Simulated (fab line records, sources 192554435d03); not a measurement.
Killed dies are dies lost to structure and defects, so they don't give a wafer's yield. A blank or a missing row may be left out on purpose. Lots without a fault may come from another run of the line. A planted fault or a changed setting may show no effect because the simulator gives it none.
Chamber matching | flow n5_finfet | N5_GATE_CUT_CMP_02 on cmp-03: 4 sister chambers
The step polishes, stops on SiO2, t overpolish 12.7 s, target thk 0 nm. 8 wafers are shown with their chamber, then 12 later ones without.

WAFERS WITH THEIR CHAMBER
wafer  | chamber | motor_current_A (A) | time_to_endpoint_s (s)
L082.1 | 3       | 9.4                 | 20.2
L084.5 | 2       | 9.8                 | 30.1
L085.1 | 1       | 9.0                 | 26.6
L085.2 | 0       | 9.7                 | 23.4
L085.5 | 3       | 9.9                 | 21.1
L086.1 | 2       | 10.0                | 29.5
L086.3 | 0       | 10.3                | 27.3
L086.4 | 1       | 9.0                 | 26.7

WAFERS WITHOUT THEIR CHAMBER
wafer  | motor_current_A (A) | time_to_endpoint_s (s)
L089.2 | 8.8                 | 22.9
L089.3 | 9.9                 | 22.0
L089.6 | 10.5                | 21.1
L092.1 | 10.2                | 23.1
L092.4 | 9.1                 | 18.8
L092.6 | 10.0                | 23.6
L094.1 | 8.7                 | 24.2
L094.2 | 10.4                | 27.6
L094.5 | 9.9                 | 21.0
L095.2 | 10.0                | 24.5
L095.3 | 9.1                 | 24.2
L095.5 | 10.2                | 25.2

WHICH CHAMBER EACH WENT THROUGH
wafer  | from the rows above          | in truth
L089.2 | can't be placed: 1 or 3 or 0 | 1
L089.3 | can't be placed: 3 or 0      | 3
L089.6 | can't be placed: 3 or 0      | 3
L092.1 | can't be placed: 0 or 3      | 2
L092.4 | 3                            | 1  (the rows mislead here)
L092.6 | can't be placed: 0 or 3      | 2
L094.1 | 1                            | 1
L094.2 | can't be placed: 0 or 2      | 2
L094.5 | 3                            | 3
L095.2 | 0                            | 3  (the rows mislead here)
L095.3 | can't be placed: 1 or 3 or 0 | 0
L095.5 | 0                            | 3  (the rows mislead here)
Placed correctly: 2 of 12. Can't be placed from these rows: 7 (the true chamber is among the candidates in 5). Placed wrongly: 3.
How it was worked out, from the rows above alone: a wafer's distance from a chamber is the root of the sum, over the readings, of the square of ((its reading less the chamber's mean) divided by the reading's scatter). The wafer belongs to the nearest chamber; if the next one is less than 2 further off, it can't be placed. A chamber's mean is the mean of its shown wafers. The scatter: the root of (the sum of the squares of (reading less its chamber's mean) over the shown wafers, divided by (wafers less chambers)).
